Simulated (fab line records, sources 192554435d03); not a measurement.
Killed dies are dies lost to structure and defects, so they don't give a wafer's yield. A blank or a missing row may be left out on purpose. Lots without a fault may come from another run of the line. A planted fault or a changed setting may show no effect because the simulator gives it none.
Which tool did it? | flow n5_finfet | 24 lots, 72 wafers sampled, at 6 steps of a route of 1938

WHAT THE GAUGES READ, wafer by wafer
The record holds no reading of a measuring or inspecting step that can be judged against a usual standard deviation.

WHICH TOOL RAN EACH LOT (tool, then ch and the chambers of the sampled wafers, then the start)
lot  | N5_FIN_SAQP_ETCH_65             | N5_FIN_SAQP_SPACER2_ALD_28       | N5_FIN_CUT_ETCH_21                | N5_SD_EPI_N_VAPOR_ETCH_50      | N5_SD_ACTIVATION_RTA_00         | N5_SD_ACTIVATION_LSA_01
L074 | rie_si-01 ch 0,1,2, day 2 00:57 | ald_sin-04 ch 0,1, day 2 01:49   | rie_diel-04 ch 0,1, day 2 03:26   | epi_rpcvd-02 ch 0, day 3 02:03 | rtp_anneal-01 ch 0, day 3 09:41 | laser_anneal-01 ch 0, day 3 09:53
L075 | rie_si-04 ch 0,1,3, day 2 05:53 | ald_sin-03 ch 1,3, day 2 06:49   | rie_diel-03 ch 0,1, day 2 08:31   | epi_rpcvd-01 ch 0, day 3 06:55 | rtp_anneal-02 ch 0, day 3 13:52 | laser_anneal-02 ch 0, day 3 14:04
L076 | rie_si-01 ch 1,3, day 2 12:37   | ald_sin-02 ch 1,2,3, day 2 13:29 | rie_diel-04 ch 1,2, day 2 15:14   | epi_rpcvd-01 ch 0, day 3 23:45 | rtp_anneal-02 ch 0, day 4 06:33 | laser_anneal-01 ch 0, day 4 06:45
L077 | rie_si-02 ch 2,3, day 2 18:43   | ald_sin-04 ch 1,2, day 2 19:35   | rie_diel-01 ch 0,3, day 2 21:23   | epi_rpcvd-02 ch 0, day 4 03:44 | rtp_anneal-01 ch 0, day 4 10:34 | laser_anneal-02 ch 0, day 4 10:46
L078 | rie_si-04 ch 0,3, day 3 00:05   | ald_sin-02 ch 0,2, day 3 00:57   | rie_diel-04 ch 0,1, day 3 02:43   | epi_rpcvd-02 ch 0, day 4 08:04 | rtp_anneal-02 ch 0, day 4 15:22 | laser_anneal-01 ch 0, day 4 15:34
L079 | rie_si-02 ch 1,2, day 3 05:55   | ald_sin-03 ch 0,1,3, day 3 07:26 | rie_diel-04 ch 0,1,2, day 3 09:12 | epi_rpcvd-03 ch 0, day 4 11:44 | rtp_anneal-01 ch 0, day 4 19:40 | laser_anneal-02 ch 0, day 4 20:02
L080 | rie_si-02 ch 1,2,3, day 3 13:05 | ald_sin-04 ch 0,2,3, day 3 14:02 | rie_diel-04 ch 0,1,3, day 3 16:09 | epi_rpcvd-02 ch 0, day 4 14:28 | rtp_anneal-02 ch 0, day 4 22:08 | laser_anneal-01 ch 0, day 4 22:22
L081 | rie_si-02 ch 1,2,3, day 3 20:31 | ald_sin-03 ch 2,3, day 3 21:23   | rie_diel-04 ch 1,2, day 3 23:02   | epi_rpcvd-03 ch 0, day 5 00:00 | rtp_anneal-01 ch 0, day 5 07:36 | laser_anneal-02 ch 0, day 5 07:48
L082 | rie_si-01 ch 0,1,3, day 4 00:33 | ald_sin-03 ch 0,2,3, day 4 01:28 | rie_diel-01 ch 0,1,3, day 4 03:19 | epi_rpcvd-01 ch 0, day 5 02:49 | rtp_anneal-02 ch 0, day 5 11:08 | laser_anneal-01 ch 0, day 5 11:31
L083 | rie_si-02 ch 2,3, day 4 06:31   | ald_sin-04 ch 0,1,3, day 4 07:24 | rie_diel-04 ch 0,1, day 4 09:34   | epi_rpcvd-03 ch 0, day 5 08:52 | rtp_anneal-02 ch 0, day 5 15:36 | laser_anneal-02 ch 0, day 5 15:56
L084 | rie_si-02 ch 2,3, day 4 12:18   | ald_sin-03 ch 0,1,3, day 4 13:34 | rie_diel-01 ch 0,2,3, day 4 15:29 | epi_rpcvd-02 ch 0, day 5 16:53 | rtp_anneal-02 ch 0, day 6 00:37 | laser_anneal-02 ch 0, day 6 00:49
L085 | rie_si-04 ch 0,2,3, day 4 19:16 | ald_sin-02 ch 1,2,3, day 4 20:07 | rie_diel-04 ch 0,2,3, day 4 21:52 | epi_rpcvd-01 ch 0, day 6 05:44 | rtp_anneal-01 ch 0, day 6 12:27 | laser_anneal-01 ch 0, day 6 12:40
L086 | rie_si-01 ch 0,2,3, day 5 01:13 | ald_sin-02 ch 0,1,3, day 5 03:35 | rie_diel-04 ch 0,2,3, day 5 05:27 | epi_rpcvd-03 ch 0, day 6 05:57 | rtp_anneal-02 ch 0, day 6 13:34 | laser_anneal-02 ch 0, day 6 13:46
L087 | rie_si-02 ch 0,2, day 5 07:32   | ald_sin-04 ch 1,2, day 5 08:23   | rie_diel-03 ch 1,3, day 5 10:31   | epi_rpcvd-02 ch 0, day 6 11:04 | rtp_anneal-02 ch 0, day 6 19:12 | laser_anneal-01 ch 0, day 6 19:24
L088 | rie_si-01 ch 1,2, day 5 11:27   | ald_sin-02 ch 0,2, day 5 12:19   | rie_diel-03 ch 0,1,3, day 5 15:38 | epi_rpcvd-03 ch 0, day 6 17:53 | rtp_anneal-02 ch 0, day 7 02:15 | laser_anneal-01 ch 0, day 7 02:27
L089 | rie_si-02 ch 0,1,3, day 5 18:02 | ald_sin-03 ch 0,3, day 5 18:56   | rie_diel-03 ch 0,1, day 5 21:16   | epi_rpcvd-01 ch 0, day 6 19:57 | rtp_anneal-01 ch 0, day 7 02:43 | laser_anneal-01 ch 0, day 7 02:55
L090 | rie_si-02 ch 0,3, day 6 00:10   | ald_sin-04 ch 0,1,2, day 6 01:02 | rie_diel-04 ch 0,1, day 6 03:11   | epi_rpcvd-03 ch 0, day 7 05:09 | rtp_anneal-01 ch 0, day 7 14:21 | laser_anneal-02 ch 0, day 7 14:34
L091 | rie_si-02 ch 0,1,2, day 6 06:16 | ald_sin-03 ch 0,1,3, day 6 07:20 | rie_diel-04 ch 0,1, day 6 09:17   | epi_rpcvd-02 ch 0, day 7 11:32 | rtp_anneal-01 ch 0, day 7 19:55 | laser_anneal-01 ch 0, day 7 20:07
L092 | rie_si-01 ch 0,2,3, day 6 13:00 | ald_sin-03 ch 0,1,2, day 6 15:10 | rie_diel-04 ch 0,2, day 6 16:49   | epi_rpcvd-02 ch 0, day 7 20:11 | rtp_anneal-01 ch 0, day 8 03:49 | laser_anneal-02 ch 0, day 8 04:01
L093 | rie_si-01 ch 1,2, day 6 19:39   | ald_sin-04 ch 1,2,3, day 6 20:32 | rie_diel-01 ch 0,2,3, day 6 22:21 | epi_rpcvd-02 ch 0, day 8 00:40 | rtp_anneal-02 ch 0, day 8 08:10 | laser_anneal-01 ch 0, day 8 08:22
L094 | rie_si-01 ch 0,2,3, day 7 01:31 | ald_sin-02 ch 0,2,3, day 7 02:30 | rie_diel-04 ch 0,1,2, day 7 04:21 | epi_rpcvd-01 ch 0, day 8 04:05 | rtp_anneal-02 ch 0, day 8 11:55 | laser_anneal-02 ch 0, day 8 12:07
L095 | rie_si-02 ch 0,2,3, day 7 06:16 | ald_sin-03 ch 1,3, day 7 07:20   | rie_diel-01 ch 0,3, day 7 09:06   | epi_rpcvd-01 ch 0, day 8 08:04 | rtp_anneal-02 ch 0, day 8 14:45 | laser_anneal-01 ch 0, day 8 14:58
L096 | rie_si-04 ch 1,2, day 7 13:16   | ald_sin-03 ch 0,2, day 7 14:49   | rie_diel-04 ch 0,3, day 7 16:32   | epi_rpcvd-01 ch 0, day 8 17:53 | rtp_anneal-01 ch 0, day 9 00:40 | laser_anneal-02 ch 0, day 9 00:52
L097 | rie_si-01 ch 1,3, day 7 18:28   | ald_sin-02 ch 0,2, day 7 19:22   | rie_diel-04 ch 0,2,3, day 7 21:21 | epi_rpcvd-02 ch 0, day 8 20:11 | rtp_anneal-02 ch 0, day 9 03:11 | laser_anneal-01 ch 0, day 9 03:23
- N5_FIN_SAQP_ETCH_65: etches SiO2 in CF4, target depth 4 nm, time 4.4 s.
- N5_FIN_SAQP_SPACER2_ALD_28: deposits SiO2, target thk 8.1 nm, pulse time 1 s, purge time 2 s.
- N5_FIN_CUT_ETCH_21: etches SOC in N2/H2, target depth 219 nm, overetch 43.8 nm, time 523.5 s.
- N5_SD_EPI_N_VAPOR_ETCH_50: etches Si in HCl, time 54 s.
- N5_SD_ACTIVATION_RTA_00: time 0 s.
- N5_SD_ACTIVATION_LSA_01: time 0.0008 s.

WHAT THE TOOLS THEMSELVES READ (means of the sampled wafers that have a number; where no wafer has one, the mark that the record gives instead)
N5_FIN_SAQP_ETCH_65. Usual: drypump_motor_current_A 5.8 A, standard deviation 0.47; oes_product_au 0.993 a.u., standard deviation 0.022; throttle_valve_pct 21.85 %, standard deviation 0.26.
lot  | tool      | drypump_motor_current_A (A) | oes_product_au (a.u.) | throttle_valve_pct (%) | flag
L074 | rie_si-01 | 5.6                         | 0.983                 | 21.93                  |
L075 | rie_si-04 | 5.9                         | 0.997                 | 21.84                  |
L076 | rie_si-01 | 6.2                         | 0.984                 | 22.09                  |
L077 | rie_si-02 | 6.0                         | 0.987                 | 21.68                  |
L078 | rie_si-04 | 5.7                         | 1.012                 | 21.85                  |
L079 | rie_si-02 | 6.2                         | 1.021                 | 21.67                  |
L080 | rie_si-02 | 6.0                         | 0.990                 | 21.74                  |
L081 | rie_si-02 | 6.0                         | 1.001                 | 21.73                  |
L082 | rie_si-01 | 5.8                         | 0.988                 | 22.08                  |
L083 | rie_si-02 | 5.8                         | 0.966                 | 21.82                  |
L084 | rie_si-02 | 6.0                         | 0.985                 | 21.68                  |
L085 | rie_si-04 | 5.6                         | 1.020                 | 21.63                  |
L086 | rie_si-01 | 5.5                         | 0.976                 | 22.10                  |
L087 | rie_si-02 | 5.4                         | 1.011                 | 21.65                  |
L088 | rie_si-01 | 6.0                         | 0.989                 | 21.96                  |
L089 | rie_si-02 | 5.7                         | 0.997                 | 21.79                  |
L090 | rie_si-02 | 5.3                         | 1.006                 | 21.79                  |
L091 | rie_si-02 | 5.8                         | 1.021                 | 21.66                  |
L092 | rie_si-01 | 5.5                         | 0.972                 | 22.09                  |
L093 | rie_si-01 | 6.0                         | 0.985                 | 21.96                  |
L094 | rie_si-01 | 5.5                         | 0.982                 | 22.09                  |
L095 | rie_si-02 | 5.6                         | 0.999                 | 21.73                  |
L096 | rie_si-04 | 5.4                         | 1.003                 | 21.50                  |
L097 | rie_si-01 | 6.1                         | 0.975                 | 22.25                  |

N5_FIN_SAQP_SPACER2_ALD_28. Usual: heater_power_w 454 W, standard deviation 42; precursor_pulse_height_rel 1.000, standard deviation 0.022.
lot  | tool       | heater_power_w (W) | precursor_pulse_height_rel | flag
L074 | ald_sin-04 | 451                | 0.993                      |
L075 | ald_sin-03 | 457                | 0.981                      |
L076 | ald_sin-02 | 462                | 0.994                      |
L077 | ald_sin-04 | 500                | 1.013                      |
L078 | ald_sin-02 | 452                | 0.998                      |
L079 | ald_sin-03 | 444                | 0.988                      |
L080 | ald_sin-04 | 479                | 0.980                      |
L081 | ald_sin-03 | 455                | 1.003                      |
L082 | ald_sin-03 | 442                | 1.003                      |
L083 | ald_sin-04 | 461                | 1.008                      |
L084 | ald_sin-03 | 451                | 1.005                      |
L085 | ald_sin-02 | 463                | 1.009                      |
L086 | ald_sin-02 | 435                | 1.002                      |
L087 | ald_sin-04 | 530                | 1.002                      |
L088 | ald_sin-02 | 480                | 0.979                      |
L089 | ald_sin-03 | 474                | 0.997                      |
L090 | ald_sin-04 | 504                | 0.990                      |
L091 | ald_sin-03 | 446                | 1.016                      |
L092 | ald_sin-03 | 418                | 0.988                      |
L093 | ald_sin-04 | 495                | 0.989                      |
L094 | ald_sin-02 | 459                | 0.999                      |
L095 | ald_sin-03 | 427                | 1.001                      |
L096 | ald_sin-03 | 416                | 0.966                      |
L097 | ald_sin-02 | 488                | 1.003                      |

N5_FIN_CUT_ETCH_21. Usual: drypump_motor_current_A 5.6 A, standard deviation 0.47; oes_product_au 0.68 a.u., standard deviation 0.042; rf_vpp_V 240.7 V, standard deviation 1.4; showerhead_plenum_p_Torr 2.54 Torr, standard deviation 0.083; throttle_valve_pct 17.88 %, standard deviation 0.27.
lot  | tool        | drypump_motor_current_A (A) | oes_product_au (a.u.) | rf_vpp_V (V) | showerhead_plenum_p_Torr (Torr) | throttle_valve_pct (%) | flag
L074 | rie_diel-04 | 5.6                         | 0.67                  | 240.0        | 2.49                            | 17.97                  |
L075 | rie_diel-03 | 5.7                         | 0.71                  | 241.8        | 2.64                            | 17.99                  |
L076 | rie_diel-04 | 6.0                         | 0.67                  | 241.0        | 2.57                            | 17.75                  |
L077 | rie_diel-01 | 5.6                         | 0.68                  | 240.7        | 2.50                            | 17.86                  |
L078 | rie_diel-04 | 5.6                         | 0.66                  | 240.5        | 2.49                            | 17.96                  |
L079 | rie_diel-04 | 5.5                         | 0.67                  | 239.7        | 2.54                            | 17.80                  |
L080 | rie_diel-04 | 5.6                         | 0.66                  | 239.9        | 2.49                            | 18.05                  |
L081 | rie_diel-04 | 6.0                         | 0.66                  | 241.2        | 2.56                            | 17.76                  |
L082 | rie_diel-01 | 5.7                         | 0.74                  | 241.9        | 2.55                            | 17.73                  |
L083 | rie_diel-04 | 5.6                         | 0.65                  | 240.8        | 2.48                            | 18.00                  |
L084 | rie_diel-01 | 5.8                         | 0.68                  | 240.5        | 2.53                            | 17.94                  |
L085 | rie_diel-04 | 5.4                         | 0.67                  | 240.6        | 2.53                            | 17.90                  |
L086 | rie_diel-04 | 5.5                         | 0.67                  | 240.6        | 2.53                            | 17.90                  |
L087 | rie_diel-03 | 5.5                         | 0.71                  | 240.6        | 2.57                            | 17.88                  |
L088 | rie_diel-03 | 5.6                         | 0.70                  | 241.5        | 2.62                            | 17.93                  |
L089 | rie_diel-03 | 5.8                         | 0.70                  | 240.8        | 2.58                            | 17.98                  |
L090 | rie_diel-04 | 5.6                         | 0.64                  | 239.4        | 2.48                            | 18.02                  |
L091 | rie_diel-04 | 5.2                         | 0.64                  | 240.0        | 2.45                            | 18.08                  |
L092 | rie_diel-04 | 5.0                         | 0.66                  | 240.8        | 2.50                            | 17.91                  |
L093 | rie_diel-01 | 5.8                         | 0.68                  | 241.0        | 2.53                            | 17.97                  |
L094 | rie_diel-04 | 5.5                         | 0.65                  | 240.4        | 2.52                            | 17.87                  |
L095 | rie_diel-01 | 5.5                         | 0.66                  | 241.1        | 2.55                            | 18.02                  |
L096 | rie_diel-04 | 5.1                         | 0.65                  | 239.2        | 2.45                            | 18.15                  |
L097 | rie_diel-04 | 5.4                         | 0.66                  | 240.1        | 2.52                            | 17.94                  |

N5_SD_EPI_N_VAPOR_ETCH_50. Usual: throttle_valve_pct 11.9 %, standard deviation 0.39.
lot  | tool         | throttle_valve_pct (%) | flag
L074 | epi_rpcvd-02 | 11.6                   |
L075 | epi_rpcvd-01 | 12.3                   |
L076 | epi_rpcvd-01 | 12.4                   |
L077 | epi_rpcvd-02 | 11.7                   |
L078 | epi_rpcvd-02 | 11.6                   |
L079 | epi_rpcvd-03 | 11.6                   |
L080 | epi_rpcvd-02 | 11.7                   |
L081 | epi_rpcvd-03 | 11.8                   |
L082 | epi_rpcvd-01 | 12.5                   |
L083 | epi_rpcvd-03 | 11.7                   |
L084 | epi_rpcvd-02 | 11.8                   |
L085 | epi_rpcvd-01 | 12.4                   |
L086 | epi_rpcvd-03 | 11.7                   |
L087 | epi_rpcvd-02 | 11.7                   |
L088 | epi_rpcvd-03 | 11.8                   |
L089 | epi_rpcvd-01 | 12.5                   |
L090 | epi_rpcvd-03 | 11.8                   |
L091 | epi_rpcvd-02 | 11.5                   |
L092 | epi_rpcvd-02 | 11.7                   |
L093 | epi_rpcvd-02 | 11.7                   |
L094 | epi_rpcvd-01 | 12.5                   |
L095 | epi_rpcvd-01 | 12.4                   |
L096 | epi_rpcvd-01 | 12.4                   |
L097 | epi_rpcvd-02 | 11.7                   |

N5_SD_ACTIVATION_RTA_00. Usual: lamp_power_pct 8.95 %, standard deviation 0.053; lamp_zone_3_pct 8.952 %, standard deviation 0.028; wafer_temp_C_max 975.0, standard deviation 2.1.
lot  | tool          | lamp_power_pct (%) | lamp_zone_3_pct (%) | wafer_temp_C_max | flag
L074 | rtp_anneal-01 | 8.93               | 8.947               | 975.0            |
L075 | rtp_anneal-02 | 8.96               | 8.936               | 975.5            |
L076 | rtp_anneal-02 | 8.96               | 8.923               | 974.9            |
L077 | rtp_anneal-01 | 8.99               | 8.940               | 975.6            |
L078 | rtp_anneal-02 | 8.91               | 8.974               | 972.0            |
L079 | rtp_anneal-01 | 8.90               | 8.941               | 975.8            |
L080 | rtp_anneal-02 | 8.97               | 8.965               | 975.1            |
L081 | rtp_anneal-01 | 8.96               | 8.954               | 974.2            |
L082 | rtp_anneal-02 | 8.91               | 8.939               | 977.3            |
L083 | rtp_anneal-02 | 8.99               | 8.968               | 974.7            |
L084 | rtp_anneal-02 | 8.95               | 8.960               | 975.5            |
L085 | rtp_anneal-01 | 8.93               | 8.937               | 977.7            |
L086 | rtp_anneal-02 | 8.94               | 8.953               | 974.4            |
L087 | rtp_anneal-02 | 8.94               | 8.944               | 975.7            |
L088 | rtp_anneal-02 | 8.94               | 8.949               | 974.9            |
L089 | rtp_anneal-01 | 8.96               | 8.962               | 976.0            |
L090 | rtp_anneal-01 | 8.94               | 8.964               | 975.4            |
L091 | rtp_anneal-01 | 8.97               | 8.935               | 975.2            |
L092 | rtp_anneal-01 | 8.91               | 8.929               | 976.6            |
L093 | rtp_anneal-02 | 9.00               | 8.923               | 973.5            |
L094 | rtp_anneal-02 | 8.93               | 8.954               | 977.2            |
L095 | rtp_anneal-02 | 8.92               | 8.951               | 974.0            |
L096 | rtp_anneal-01 | 8.90               | 8.933               | 974.9            |
L097 | rtp_anneal-02 | 8.96               | 8.924               | 974.8            |

N5_SD_ACTIVATION_LSA_01. Usual: wafer_temp_C_max 1086.0, standard deviation 1.5.
lot  | tool            | wafer_temp_C_max | flag
L074 | laser_anneal-01 | 1084.1           |
L075 | laser_anneal-02 | 1086.9           |
L076 | laser_anneal-01 | 1084.8           |
L077 | laser_anneal-02 | 1087.0           |
L078 | laser_anneal-01 | 1084.6           |
L079 | laser_anneal-02 | 1087.6           |
L080 | laser_anneal-01 | 1084.6           |
L081 | laser_anneal-02 | 1086.4           |
L082 | laser_anneal-01 | 1086.0           |
L083 | laser_anneal-02 | 1087.1           |
L084 | laser_anneal-02 | 1087.8           |
L085 | laser_anneal-01 | 1084.7           |
L086 | laser_anneal-02 | 1087.1           |
L087 | laser_anneal-01 | 1085.6           |
L088 | laser_anneal-01 | 1084.6           |
L089 | laser_anneal-01 | 1085.4           |
L090 | laser_anneal-02 | 1085.8           |
L091 | laser_anneal-01 | 1084.4           |
L092 | laser_anneal-02 | 1085.4           |
L093 | laser_anneal-01 | 1084.2           |
L094 | laser_anneal-02 | 1087.5           |
L095 | laser_anneal-01 | 1085.9           |
L096 | laser_anneal-02 | 1087.7           |
L097 | laser_anneal-01 | 1085.7           |

THE ANSWER, worked out from the rows above alone
Rule: a lot is off if the mean of its wafers that have a number lies more than 3 standard deviations from the usual mean. A lot without any number at a reading at which 4 lots or more have one is off too. The other lots that the step has rows for count as sound. The gauges are gone through in route order, then the tools' own readings, and for those a lot's mean is taken as printed above. The first step at which some lot is off is used, and at that step the reading that is off furthest; a lot without a number counts as furthest.
No lot is off at any reading shown: from this, nothing can be told.

WHAT THE SIMULATOR HAD PUT IN
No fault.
